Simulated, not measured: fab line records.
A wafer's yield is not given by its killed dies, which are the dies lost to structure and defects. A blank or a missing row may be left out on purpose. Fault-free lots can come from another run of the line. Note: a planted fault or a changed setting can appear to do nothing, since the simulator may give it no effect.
fab line records | flow n5_finfet
[record] lots = 4 wafers = 11 last_day = 17
route steps=1938 shown BEOL_M3@969 BEOL_M4@1111 PASSIVATION@1936
lots with no fault: from the same line, run without faults
start_h: hours from the record's first day to the start of the lot's first wafer shown | wait_h: hours elapsed since this lot's preceding step | " repeats the value in the row above | L1.1+2: one row covering several wafers at once | - no value, or no start given | * or withheld: withheld | < > ~ a bound
route shown NAME@n: a module of which the file shows steps, and the number in the route of the first | usual: the fault-free wafers' mean and standard deviation | same: alike in all rows | chamber/n: place in a boat | sites: the reading at each site | _std_site: the standard deviation of these | _edge_site: mean of outer sites minus mean of inner sites | radius_mm: for every site, how far away it sits from the centre of the wafer | mask NAME#n: copy n | behind: the most recent tool/chamber to have shaped the wafer | hold: the reason the lot was held/the length of the hold in hours/how it ended | device: names the non-switching transistor (n, p or np) | end of line: the same wafers' tests at the end of the route | a step with no rows: only its recipe | killed: dies that structure and defects cost at the first sort, which is not the same as the wafer's yield | map: dies across one wafer; x = killed, . = not, _ = none there
set.NAME: the setting the step ran with; set.NAME@STEP: the setting that earlier step ran with | model.NAME: the simulator's own value behind a step, which no gauge read
lots at selected steps of the route; one table per step, one row per wafer
services: a tool's chamber out of use, with start hour (start_h, from the record's first day; less than 0 if before it), hours out, and reason
[[steps]]
[step N5_BEOL_M3_DESCUM_33]
[recipe] chemistry = O2 time_s = 7 source_power_w = 50 bias_power_w = 20 pressure_mtorr = 20 rf_frequency_hz = 2.712e+07 temp_c = 40 resist = CAR-EUV o2_flow_sccm = 225
[step N5_BEOL_M3_ETCH_77]
[recipe] chemistry = N2/H2 target = underlayer target_depth_a = 65 mask_material = CAR-EUV time_s = 5.2 ion_energy_ev = 200 pressure_mtorr = 30 source_w = 840 bias_w = 150 n2_flow_sccm = 200 h2_flow_sccm = 200 ends = cleared
[step N5_BEOL_M3_ETCH_69]
[recipe] chemistry = CF4 target = SiARC target_depth_a = 156 mask_material = CAR-EUV time_s = 26 ion_energy_ev = 80 pressure_mtorr = 40 source_w = 545 bias_w = 36 Ar_flow_sccm = 100 cf4_flow_sccm = 100 ends = cleared
[step N5_BEOL_M3_ALD_98]
[recipe] material = SiO2 target_thk_a = 25 temp_c = 100 ald_precursor_family = BDEAS ald_co_reactant = O2-plasma pulse_time_s = 1 co_reactant_pulse_time_s = 1 purge_time_s = 2 co_reactant_purge_time_s = 2 ald_cycles = 17 pressure_torr = 2
[step N5_BEOL_M3_ETCHBACK_99]
[recipe] chemistry = CHF3 target = SiO2 target_depth_a = 50 time_s = 10.4 source_w = 215 bias_w = 47 Ar_flow_sccm = 200 CHF3_flow_sccm = 12 ion_energy_ev = 100 pressure_mtorr = 30
[step N5_BEOL_M3_ETCH_70]
[recipe] chemistry = N2/H2 target = SOC target_depth_a = 800 overetch_a = 160 mask_material = SiARC temp_c = 40 time_s = 120 ion_energy_ev = 200 pressure_mtorr = 30 source_w = 840 bias_w = 150 n2_flow_sccm = 200 h2_flow_sccm = 200
[step N5_BEOL_M3_STRIP_71]
[recipe] chemistry = N2/H2 temp_c = 40 n2_flow_sccm = 200 h2_flow_sccm = 200 rf_frequency_hz = 6e+07
[step N5_BEOL_M3_STRIP_78]
[recipe] chemistry = N2/H2 temp_c = 40 n2_flow_sccm = 200 h2_flow_sccm = 200 rf_frequency_hz = 6e+07
[step N5_BEOL_M3_VIA_ETCH_34]
[recipe] chemistry = C4F6/O2 target_depth_a = 694 mask_material = SOC pressure_mtorr = 15 ion_energy_ev = 250 taper_deg = 4 time_s = 65.9 source_w = 350 bias_w = 170 Ar_flow_sccm = 300 C4F6_flow_sccm = 10 O2_flow_sccm = 10
[step N5_BEOL_M3_STRIP_83]
[recipe] chemistry = C4F6/O2 resist = SiARC rf_frequency_hz = 6e+07
[step N5_BEOL_M3_STRIP_36]
[recipe] chemistry = N2/H2 power_w = 450 temp_c = 40 pressure_mtorr = 20 rf_frequency_hz = 6e+07 overash_fraction = 0.3 bias_power_w = 7 h2_frac = 0.5 n2_flow_sccm = 200 h2_flow_sccm = 200
[step N5_BEOL_M3_TRENCH_ETCH_37]
[recipe] chemistry = C4F6/O2 target_depth_a = 555.55 target = SiOC time_s = 29.2 ion_energy_ev = 250 pressure_mtorr = 30 source_w = 355 bias_w = 185 Ar_flow_sccm = 300 C4F6_flow_sccm = 10 O2_flow_sccm = 10
[step N5_BEOL_M3_ETCH_41]
[recipe] chemistry = CH3F/O2 target = SiCN target_depth_a = 299 taper_deg = 2 time_s = 52.5 ion_energy_ev = 120 mask_material = TiN pressure_mtorr = 30 source_w = 395 bias_w = 75 Ar_flow_sccm = 150 CH3F_flow_sccm = 30 O2_flow_sccm = 20
[usual] CH3F_flow_sccm = 29.99/0.091 O2_flow_sccm = 20.00/0.063 drypump_motor_current_A = 5.9/0.31 oes_product_au = 0.78/0.087 rf_vpp_V = 296.5/1.8 showerhead_plenum_p_Torr = 1.97/0.083 throttle_valve_pct = 16.31/0.18 time_s = 52.5/0
// columns lot.wafer tool chamber start_h wait_h CH3F_flow_sccm O2_flow_sccm drypump_motor_current_A oes_product_au rf_hours_counter_h rf_vpp_V showerhead_plenum_p_Torr throttle_valve_pct time_s
L936.1 rie_diel-03 2 170.05 - 29.86 20.04 6.6 0.69 248 296.6 1.97 16.29 52.5
L936.2 " 1 " " 29.97 19.95 5.6 0.74 186 295.7 1.91 16.57 52.5
L936.6 " 2 " " 29.85 20.03 6.6 0.69 - 296.4 1.97 16.30 52.5
L949.1 rie_diel-03 2 245.80 - - - - - - - - - -
L949.3 " 0 " " - - - - - - - - -
L949.6 " 1 " " - - - - - - - - -
L950.4 rie_diel-04 2 255.04 - - - - - - - - - -
L950.5 " 3 " " - - - - - - - - -
L950.6 " 1 " " - - - - - - - - -
L952.1 rie_diel-04 2 259.91 - 29.99 19.91 6.0 0.93 17 298.4 2.07 16.35 52.5
L952.5 " 3 " " 29.97 19.89 5.7 0.77 - 293.2 1.85 16.15 52.5
[step N5_BEOL_M3_STRIP_97]
[recipe] chemistry = N2/H2 time_s = 10 power_w = 450 temp_c = 40 pressure_mtorr = 20 rf_frequency_hz = 6e+07 bias_power_w = 7 n2_flow_sccm = 200 h2_flow_sccm = 200
[step N5_BEOL_M3_HM_STRIP_39]
[recipe] chemistry = peroxide_tin_strip material = TiN target_depth_a = 250 temp_c = 50 time_s = 158
[step N5_BEOL_M3_SRD_40]
[recipe] time_s = 30 temp_c = 23 rinse_liquid = diw dry = ipa_marangoni
[step N5_BEOL_M3_PRECLEAN_42]
[recipe] chemistry = residue_remover time_s = 60 temp_c = 40
[step N5_BEOL_M3_SRD_43]
[recipe] time_s = 30 temp_c = 23 rinse_liquid = diw dry = ipa_marangoni
[step N5_BEOL_M3_DEGAS_44]
[recipe] ambient = vacuum temp_c = 250 time_s = 60
[step N5_BEOL_M3_PRE_CLEAN_45]
[recipe] gas = H2/He time_s = 30 temp_c = 250
[step N5_BEOL_M3_ALD_84]
[recipe] material = TaN target_thk_a = * temp_c = 275 ald_precursor_family = PDMAT ald_co_reactant = NH3 pressure_torr = 3 carrier_flow_sccm = 1500 pulse_time_s = 2 purge_time_s = 3 co_reactant_purge_time_s = 2 co_reactant_pulse_time_s = 3 ald_cycles = 30 precursor_vessel_temp_c = 75 precursor_vessel_pressure_torr = 26.25 precursor_vessel_carrier_sccm = 1000
[step N5_BEOL_M3_SURFACE_TREAT_85]
[recipe] gas = Ar time_s = * ion_energy_ev = * ion_current_ma_cm2 = 0.5 pressure_mtorr = * ar_flow_sccm = 30
[step N5_BEOL_M3_CVD_47]
[recipe] material = Co target_thk_a = 30 temp_c = withheld precursor = CCTBA/H2 pressure_torr = 30 time_s = 223.8
[step N5_BEOL_M3_SPUTTER_48]
[recipe] material = Cu target_thk_a = 45 temp_c = -20 chamber_pressure_pa = 0.07 power_w = withheld time_s = 8.29
[step N5_BEOL_M3_ANNEAL_49]
[recipe] temp_c = 400 time_s = 240 ambient = vacuum
[step N5_BEOL_M3_SPUTTER_79]
[recipe] material = Cu target_thk_a = 45 temp_c = -20 chamber_pressure_pa = 0.07 power_w = withheld time_s = 8.29
[step N5_BEOL_M3_ANNEAL_80]
[recipe] temp_c = 400 time_s = 240 ambient = vacuum
[step N5_BEOL_M3_SPUTTER_81]
[recipe] material = Cu target_thk_a = 45 temp_c = -20 chamber_pressure_pa = 0.07 power_w = withheld time_s = 8.29
[step N5_BEOL_M3_ANNEAL_82]
[recipe] temp_c = 400 time_s = 240 ambient = vacuum
[step N5_BEOL_M3_SPUTTER_86]
[recipe] material = Cu target_thk_a = 45 temp_c = -20 chamber_pressure_pa = 0.07 power_w = withheld time_s = 8.29
[step N5_BEOL_M3_ANNEAL_87]
[recipe] temp_c = 400 time_s = 240 ambient = vacuum
[step N5_BEOL_M3_SPUTTER_88]
[recipe] material = Cu target_thk_a = 45 temp_c = -20 chamber_pressure_pa = 0.07 power_w = withheld time_s = 8.29
[step N5_BEOL_M3_ANNEAL_89]
[recipe] temp_c = 400 time_s = 240 ambient = vacuum
[step N5_BEOL_M3_SPUTTER_90]
[recipe] material = Cu target_thk_a = 45 temp_c = -20 chamber_pressure_pa = 0.07 power_w = withheld time_s = 8.29
[step N5_BEOL_M3_ANNEAL_91]
[recipe] temp_c = 400 time_s = 240 ambient = vacuum
[step N5_BEOL_M3_SPUTTER_92]
[recipe] material = Cu target_thk_a = 45 temp_c = -20 chamber_pressure_pa = 0.07 power_w = withheld time_s = 8.29
[step N5_BEOL_M3_ANNEAL_93]
[recipe] temp_c = 400 time_s = 240 ambient = vacuum
[step N5_BEOL_M3_SPUTTER_94]
[recipe] material = Cu target_thk_a = 45 temp_c = -20 chamber_pressure_pa = 0.07 power_w = withheld time_s = 8.29
[step N5_BEOL_M3_ANNEAL_95]
[recipe] temp_c = 400 time_s = 240 ambient = vacuum
[step N5_BEOL_M3_SPUTTER_96]
[recipe] material = Cu target_thk_a = 45 temp_c = -20 chamber_pressure_pa = 0.07 power_w = withheld time_s = 8.29
[step N5_BEOL_M3_CMP_52]
[recipe] stop_on = SiOC t_overpolish_s = 6.8 down_force_psi = 1 platen_rpm = 50 clearing_platen_down_force_psi = 1.5 clearing_platen_rpm = 50 post_cmp_clean = cu_alkaline target_thk_nm = 40 clearing_platen_pad_velocity_m_s = 0.99484 pad_velocity_m_s = 0.99484
[usual] barrier_field_endpoint_s = 24.7/0.67 clearing_platen_rpm = 49.994/0.027 motor_current_A = 6.1/0.64 overpolish_run_s = 6.800/0.0089 time_to_endpoint_s = 64/3.1
// columns lot.wafer tool chamber start_h wait_h barrier_field_endpoint_s clearing_platen_rpm motor_current_A overpolish_run_s time_to_endpoint_s model.Cu_of_BEOL_M3_ECD_50.thk_nm
L936.1 cmp-04 0 174.36 0.3 25.5 49.964 5.6 6.811 63 36.6
L936.2 " 2 " " 24.8 50.012 5.3 6.792 67 40.8
L936.6 " 0 " " 25.3 50.037 5.5 6.802 66 41.2
L949.1 cmp-04 1 249.66 0.3 23.9 49.976 7.0 6.799 61 0
L949.3 " 3 " " 24.6 50.009 6.6 6.800 63 0
L949.6 " 1 " " 24.5 49.991 6.4 6.804 63 0
L950.4 cmp-01 1 258.85 0.1 24.0 50.008 5.0 6.798 59 0
L950.5 " 1 " " 24.6 49.952 4.8 6.784 60 0
L950.6 " 2 " " 23.7 49.964 6.4 6.810 59 0
L952.1 cmp-03 2 263.52 0.3 25.1 49.991 6.0 6.803 66 38.8
L952.5 " 3 " " 25.7 49.987 6.7 6.808 64 41.2
[step N5_BEOL_M3_THK_MEAS_53]
[recipe] thk_meas_gauge = xrf reads = Cu_of_BEOL_M3_ECD_50
[usual] M3_THK = 40.1/1.7
// columns lot.wafer tool chamber start_h wait_h M3_THK[nm]
L936.1 film_metro-01 - 174.65 - 36.5
L936.2 " - " " 40.9
L936.6 " - " " 41.0
L949.1 film_metro-01 - 249.95 - -
L949.3 " - " " -
L949.6 " - " " -
L950.4 film_metro-01 - 259.14 - -
L950.5 " - " " -
L950.6 " - " " -
L952.1 film_metro-02 - 263.81 - 39.1
L952.5 " - " " 41.7
[step N5_BEOL_M3_RS_MEAS_58]
[recipe] thk_meas_gauge = four-point-probe reads = Co_of_BEOL_M3_CO_CAP_55+Cu_of_BEOL_M3_ECD_50+Co_of_BEOL_M3_CVD_47+TaN_of_BEOL_M3_ALD_84
[usual] M3_RS = 0.67/0.037
// columns lot.wafer tool chamber start_h wait_h M3_RS[ohm/sq]
L936.1 film_metro-02 - 174.94 0.1 0.75
L936.2 " - " " 0.65
L936.6 " - " " 0.65
L949.1 film_metro-01 - 250.21 0.0 51.25
L949.3 " - " " 57.89
L949.6 " - " " 51.23
L950.4 film_metro-01 - 259.40 0.0 56.28
L950.5 " - " " 50.11
L950.6 " - " " 62.72
L952.1 film_metro-01 - 264.07 0.0 0.70
L952.5 " - " " 0.64
[step N5_BEOL_M4_RC_MEAS_101]
[usual] DIBL_N = 37.4/2.1 DIBL_P = 37.8/2.5 IOFF_N = 0.19/0.045 IOFF_P = 0.24/0.05 ION_N = 682/16 ION_P = 467/11 SS_N = 71.9/0.67 SS_P = 73.6/0.76 VT_N = 247/3.6 VT_P = -248/3.6
// columns lot.wafer tool chamber start_h wait_h DIBL_N[mV/V] DIBL_P[mV/V] IOFF_N[nA/um] IOFF_P[nA/um] ION_N[uA/um] ION_P[uA/um] SS_N[mV/dec] SS_P[mV/dec] VT_N[mV] VT_P[mV]
L936.1 prober-02 0 185.04 0.0 37.3 35.2 0.18 0.21 694 471 70.8 73.0 247 -250
L936.2 " 0 " " 41.5 41.1 0.28 0.34 688 470 72.9 74.8 241 -244
L936.6 " 0 " " 40.4 39.2 0.27 0.28 711 475 72.1 73.7 242 -247
L952.1 prober-02 0 284.67 0.0 35.6 35.6 0.14 0.19 664 455 70.8 72.3 251 -248
L952.5 " 0 " " 40.6 39.9 0.23 0.26 672 455 72.6 73.7 247 -250
[step N5_PASSIVATION_PROBE_49]
[usual] defect_limited_yield = 90.9/1.6 killed_at_M0_to_M3 = 34/10 killed_at_M4_up = 13/5.4 killed_at_contacts = 13/6 killed_at_front_end = 42/13 killed_at_other = 4/3.2 killed_dies = 107/18 killed_on_rim = 14/4.2 killed_open = 69/14 killed_short = 35/7.7 sort_bin_4_leakage = 0.02/0.17 sort_bin_5_function = 5.3/1 sort_bin_6_memory = 3.3/0.75 sort_bin_8_speed = 0.00/0.015 sort_n_pass = 1073/19 sort_yield_pct = 90.9/1.6
[same] gross_dies = 1180 killed_at_back_side = 0
// columns lot.wafer tool chamber start_h wait_h defect_limited_yield[%] killed_at_M0_to_M3 killed_at_M4_up killed_at_contacts killed_at_front_end killed_at_other killed_dies killed_on_rim killed_open killed_short sort_bin_4_leakage[%] sort_bin_5_function[%] sort_bin_6_memory[%] sort_bin_8_speed[%] sort_n_pass sort_yield_pct[%]
L936.1 prober-01 - 287.51 0.0 91.3 33 15 13 32 10 103 9 64 32 0 5.2 3.1 0 1077 91.3
L936.2 prober-01 - 287.56 0.1 93.2 21 8 9 38 4 80 11 46 32 0.34 4.2 2.5 0 1096 92.9
L936.6 prober-01 - 287.76 0.3 91.0 37 6 26 35 2 106 10 66 40 0 5.4 3.4 0 1074 91.0
L949.1 prober-02 - 357.07 0.0 0 1111 23 12 27 7 1180 152 64 34 0 96.4 3.3 0.08 0 0
L949.3 prober-02 - 357.17 0.1 0 1103 27 6 40 4 1180 152 83 24 0 96.8 2.8 0 0 0
L949.6 prober-02 - 357.32 0.3 0 1091 18 6 58 7 1180 152 67 37 0 96.9 2.8 0 0 0
L950.4 prober-02 - 374.81 0.2 0 1082 23 8 64 3 1180 152 88 34 0 95.3 4.2 0 0 0
L950.5 prober-02 - 374.86 0.2 0 1097 10 13 58 2 1180 152 96 32 0 95.1 4.8 0 0 0
L950.6 prober-02 - 374.91 0.3 0 1103 13 8 47 9 1180 152 89 33 0 96.3 3.3 0 0 0
L952.1 prober-02 - 407.78 0.0 91.9 31 11 18 35 1 96 11 56 30 0 4.7 3.3 0 1084 91.9
L952.5 prober-02 - 407.98 0.2 93.2 39 7 5 25 4 80 14 47 32 0 3.6 3.0 0 1100 93.2
// killed by level:class
L936.1 FIN_SAQP:geometric_particle:short=9 MOL_CONTACT_COAG:geometric_particle:open=8 BEOL_M0_SAQP:geometric_particle:open=7 BEOL_M1:geometric_particle:open=6 BEOL_M4:geometric_particle:open=6 BEOL_M5:geometric_particle:open=6 MOL_CONTACT_COAG:geometric_particle:short=5 BEOL_M0_SAQP:geometric_particle:short=5
L936.2 FIN_SAQP:geometric_particle:open=9 MOL_CONTACT_COAG:geometric_particle:open=9 GATE_CUT:geometric_particle:short=8 STARTING-WAFER:geometric_particle:short=7 FIN_SAQP:geometric_particle:short=6 BEOL_M1:geometric_particle:open=6 BEOL_M2:geometric_particle:open=4 BEOL_M0_SAQP:geometric_particle:open=3
L936.6 MOL_CONTACT_COAG:geometric_particle:open=21 FIN_SAQP:geometric_particle:short=8 BEOL_M1:geometric_particle:short=8 BEOL_M1:geometric_particle:open=7 FIN_SAQP:geometric_particle:open=6 GATE_CUT:geometric_particle:short=5 MOL_CONTACT_COAG:geometric_particle:short=5 BEOL_M2:geometric_particle:open=5
L949.1 BEOL_M3:area_etch=1081 BEOL_M3:geometric_particle:open=10 BEOL_M4:geometric_particle:open=9 MOL_CONTACT_COAG:geometric_particle:open=9 STI_FIN_REVEAL:geometric_particle:open=6 ILD0:geometric_particle:open=4 BEOL_M0_SAQP:geometric_particle:open=4 BEOL_M0:geometric_particle:open=4
L949.3 BEOL_M3:area_etch=1072 BEOL_M4:geometric_particle:open=11 FIN_SAQP:geometric_particle:open=10 DUMMY_GATE:geometric_particle:open=9 BEOL_M1:geometric_particle:open=9 BEOL_M0_SAQP:geometric_particle:open=7 STI_FIN_REVEAL:geometric_particle:open=5 BEOL_M3:geometric_particle:open=5
L949.6 BEOL_M3:area_etch=1064 FIN_CUT:area_etch=12 STI_FIN_REVEAL:geometric_particle:open=11 DUMMY_GATE:geometric_particle:open=11 BEOL_M2:geometric_particle:open=9 DUMMY_GATE:geometric_particle:short=7 BEOL_M4:geometric_particle:open=7 BEOL_M0_SAQP:geometric_particle:short=5
L950.4 BEOL_M3:area_etch=1042 STI_FIN_REVEAL:geometric_particle:open=15 BEOL_M4:geometric_particle:open=13 FIN_CUT:area_etch=10 BEOL_M3:geometric_particle:open=9 BEOL_M0_SAQP:geometric_particle:open=8 BEOL_M0_SAQP:geometric_particle:short=7 BEOL_M1:geometric_particle:open=7
L950.5 BEOL_M3:area_etch=1052 FIN_SAQP:geometric_particle:open=18 STI_FIN_REVEAL:geometric_particle:open=17 BEOL_M2:geometric_particle:open=15 BEOL_M3:geometric_particle:open=10 MOL_CONTACT_COAG:geometric_particle:open=10 BEOL_M0_SAQP:geometric_particle:short=7 DUMMY_GATE:geometric_particle:open=5
L950.6 BEOL_M3:area_etch=1056 BEOL_M3:geometric_particle:open=16 STI_FIN_REVEAL:geometric_particle:open=12 BEOL_M0_SAQP:geometric_particle:short=7 BEOL_M0_SAQP:geometric_particle:open=7 BEOL_M2:geometric_particle:open=6 FIN_SAQP:geometric_particle:open=5 DUMMY_GATE:geometric_particle:open=5
L952.1 MOL_CONTACT_COAG:geometric_particle:open=14 FIN_SAQP:geometric_particle:open=8 BEOL_M1:geometric_particle:open=7 BEOL_M3:geometric_particle:short=7 STI_FIN_REVEAL:geometric_particle:open=6 BEOL_M0_SAQP:geometric_particle:short=6 BEOL_M4:geometric_particle:open=4 FIN_CUT:area_etch=4
L952.5 BEOL_M0_SAQP:geometric_particle:short=12 BEOL_M1:geometric_particle:open=10 BEOL_M0_SAQP:geometric_particle:open=8 DUMMY_GATE:geometric_particle:open=5 BEOL_M2:geometric_particle:open=5 FIN_SAQP:geometric_particle:open=4 FIN_SAQP:geometric_particle:short=4 MOL_CONTACT_COAG:geometric_particle:open=4
// map L949.1 (x killed, . not)
_________________xxxxxxxxxxxx________________
______________xxxxxxxxxxxxxxxxxx_____________
___________xxxxxxxxxxxxxxxxxxxxxxxx__________
__________xxxxxxxxxxxxxxxxxxxxxxxxxx_________
________xxxxxxxxxxxxxxxxxxxxxxxxxxxxxx_______
_______xxxxxxxxxxxxxxxxxxxxxxxxxxxxxxxx______
______xxxxxxxxxxxxxxxxxxxxxxxxxxxxxxxxxx_____
_____xxxxxxxxxxxxxxxxxxxxxxxxxxxxxxxxxxxx____
____xxxxxxxxxxxxxxxxxxxxxxxxxxxxxxxxxxxxxx___
___xxxxxxxxxxxxxxxxxxxxxxxxxxxxxxxxxxxxxxxx__
___xxxxxxxxxxxxxxxxxxxxxxxxxxxxxxxxxxxxxxxx__
__xxxxxxxxxxxxxxxxxxxxxxxxxxxxxxxxxxxxxxxxxx_
__xxxxxxxxxxxxxxxxxxxxxxxxxxxxxxxxxxxxxxxxxx_
_xxxxxxxxxxxxxxxxxxxxxxxxxxxxxxxxxxxxxxxxxxxx
_xxxxxxxxxxxxxxxxxxxxxxxxxxxxxxxxxxxxxxxxxxxx
_xxxxxxxxxxxxxxxxxxxxxxxxxxxxxxxxxxxxxxxxxxxx
_xxxxxxxxxxxxxxxxxxxxxxxxxxxxxxxxxxxxxxxxxxxx
_xxxxxxxxxxxxxxxxxxxxxxxxxxxxxxxxxxxxxxxxxxxx
_xxxxxxxxxxxxxxxxxxxxxxxxxxxxxxxxxxxxxxxxxxxx
_xxxxxxxxxxxxxxxxxxxxxxxxxxxxxxxxxxxxxxxxxxxx
_xxxxxxxxxxxxxxxxxxxxxxxxxxxxxxxxxxxxxxxxxxxx
__xxxxxxxxxxxxxxxxxxxxxxxxxxxxxxxxxxxxxxxxxx_
__xxxxxxxxxxxxxxxxxxxxxxxxxxxxxxxxxxxxxxxxxx_
___xxxxxxxxxxxxxxxxxxxxxxxxxxxxxxxxxxxxxxxx__
___xxxxxxxxxxxxxxxxxxxxxxxxxxxxxxxxxxxxxxxx__
____xxxxxxxxxxxxxxxxxxxxxxxxxxxxxxxxxxxxxx___
_____xxxxxxxxxxxxxxxxxxxxxxxxxxxxxxxxxxxx____
______xxxxxxxxxxxxxxxxxxxxxxxxxxxxxxxxxx_____
_______xxxxxxxxxxxxxxxxxxxxxxxxxxxxxxxx______
________xxxxxxxxxxxxxxxxxxxxxxxxxxxxxx_______
__________xxxxxxxxxxxxxxxxxxxxxxxxxx_________
___________xxxxxxxxxxxxxxxxxxxxxxxx__________
______________xxxxxxxxxxxxxxxxxx_____________
_________________xxxxxxxxxxxx________________
// map L950.4 (x killed, . not)
_________________xxxxxxxxxxxx________________
______________xxxxxxxxxxxxxxxxxx_____________
___________xxxxxxxxxxxxxxxxxxxxxxxx__________
__________xxxxxxxxxxxxxxxxxxxxxxxxxx_________
________xxxxxxxxxxxxxxxxxxxxxxxxxxxxxx_______
_______xxxxxxxxxxxxxxxxxxxxxxxxxxxxxxxx______
______xxxxxxxxxxxxxxxxxxxxxxxxxxxxxxxxxx_____
_____xxxxxxxxxxxxxxxxxxxxxxxxxxxxxxxxxxxx____
____xxxxxxxxxxxxxxxxxxxxxxxxxxxxxxxxxxxxxx___
___xxxxxxxxxxxxxxxxxxxxxxxxxxxxxxxxxxxxxxxx__
___xxxxxxxxxxxxxxxxxxxxxxxxxxxxxxxxxxxxxxxx__
__xxxxxxxxxxxxxxxxxxxxxxxxxxxxxxxxxxxxxxxxxx_
__xxxxxxxxxxxxxxxxxxxxxxxxxxxxxxxxxxxxxxxxxx_
_xxxxxxxxxxxxxxxxxxxxxxxxxxxxxxxxxxxxxxxxxxxx
_xxxxxxxxxxxxxxxxxxxxxxxxxxxxxxxxxxxxxxxxxxxx
_xxxxxxxxxxxxxxxxxxxxxxxxxxxxxxxxxxxxxxxxxxxx
_xxxxxxxxxxxxxxxxxxxxxxxxxxxxxxxxxxxxxxxxxxxx
_xxxxxxxxxxxxxxxxxxxxxxxxxxxxxxxxxxxxxxxxxxxx
_xxxxxxxxxxxxxxxxxxxxxxxxxxxxxxxxxxxxxxxxxxxx
_xxxxxxxxxxxxxxxxxxxxxxxxxxxxxxxxxxxxxxxxxxxx
_xxxxxxxxxxxxxxxxxxxxxxxxxxxxxxxxxxxxxxxxxxxx
__xxxxxxxxxxxxxxxxxxxxxxxxxxxxxxxxxxxxxxxxxx_
__xxxxxxxxxxxxxxxxxxxxxxxxxxxxxxxxxxxxxxxxxx_
___xxxxxxxxxxxxxxxxxxxxxxxxxxxxxxxxxxxxxxxx__
___xxxxxxxxxxxxxxxxxxxxxxxxxxxxxxxxxxxxxxxx__
____xxxxxxxxxxxxxxxxxxxxxxxxxxxxxxxxxxxxxx___
_____xxxxxxxxxxxxxxxxxxxxxxxxxxxxxxxxxxxx____
______xxxxxxxxxxxxxxxxxxxxxxxxxxxxxxxxxx_____
_______xxxxxxxxxxxxxxxxxxxxxxxxxxxxxxxx______
________xxxxxxxxxxxxxxxxxxxxxxxxxxxxxx_______
__________xxxxxxxxxxxxxxxxxxxxxxxxxx_________
___________xxxxxxxxxxxxxxxxxxxxxxxx__________
______________xxxxxxxxxxxxxxxxxx_____________
_________________xxxxxxxxxxxx________________
[[services]]
// columns tool chamber start_h hours kind
cmp-04 - 146.17 0.8 repair
cmp-01 - 147.64 1.0 repair
rie_diel-04 2 157.46 2.1 repair
rie_diel-03 2 175.53 - clean
rie_diel-03 2 175.53 - consumable_replace:focus_ring
rie_diel-03 2 175.53 31.8 scheduled_down
rie_diel-03 2 175.53 31.8 vent_cycle
rie_diel-04 2 189.35 - clean
rie_diel-04 2 189.35 - consumable_replace:focus_ring
cmp-01 - 195.35 3.5 repair
cmp-04 - 199.06 17.2 pm
rie_diel-04 0 209.83 5.8 repair
cmp-04 - 224.79 1.5 repair
cmp-01 - 228.23 0.9 repair
cmp-01 - 230.09 1.5 repair
rie_diel-03 3 233.72 - clean
rie_diel-03 3 233.72 - consumable_replace:focus_ring
rie_diel-03 3 233.72 - consumable_replace:showerhead
rie_diel-03 3 233.72 11.9 scheduled_down
rie_diel-03 3 233.72 11.9 vent_cycle
rie_diel-04 0 250.43 17.9 repair
cmp-03 - 251.27 4.0 pm
cmp-01 - 259.16 1.2 repair
cmp-04 - 263.30 0.7 repair
[[key]]
[first_sign] step = N5_BEOL_M3_ETCH_41 reading = tool_record direction = missing
[effect] step = N5_BEOL_M3_THK_MEAS_53 reading = M3_THK direction = missing
[effect] step = N5_BEOL_M3_RS_MEAS_58 reading = M3_RS direction = up sigmas = 99+ usual = 0.67 struck = 54.91
[effect] step = N5_PASSIVATION_PROBE_49 reading = killed_at_M0_to_M3 direction = up sigmas = 99+ usual = 34 struck = 1098
[model_effect] step = N5_BEOL_M3_CMP_52 value = Cu_of_BEOL_M3_ECD_50.thk_nm without = 38.9 struck = 0
[more_kills_born_at] N5_BEOL_M3_ETCH_41@rie_diel-03 = 3217 N5_BEOL_M3_ETCH_41@rie_diel-04 = 3150
met_at N5_BEOL_M3_ETCH_41
struck_wafers L949.1,L949.3,L949.6,L950.4,L950.5,L950.6
later_rows_left_out L949.1,L949.3,L949.6,L950.4,L950.5,L950.6
[baseline_loss] step = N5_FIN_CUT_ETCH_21 wafers = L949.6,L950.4
onset_between 170.05 245.80
[fault] kind = skipped_step_whole tool = rie_diel-03,rie_diel-04 chamber = - onset_h = 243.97 steps = N5_BEOL_M3_ETCH_41 scope = struck_lots_only
// later_rows_left_out: the simulator's readings of these wafers behind a module that went badly wrong aren't trusted and aren't shown, but for the sort
// baseline_loss: these wafers lose ten dies or more at that step, a loss of the line's own and not of a fault; the sort's usual values leave them out
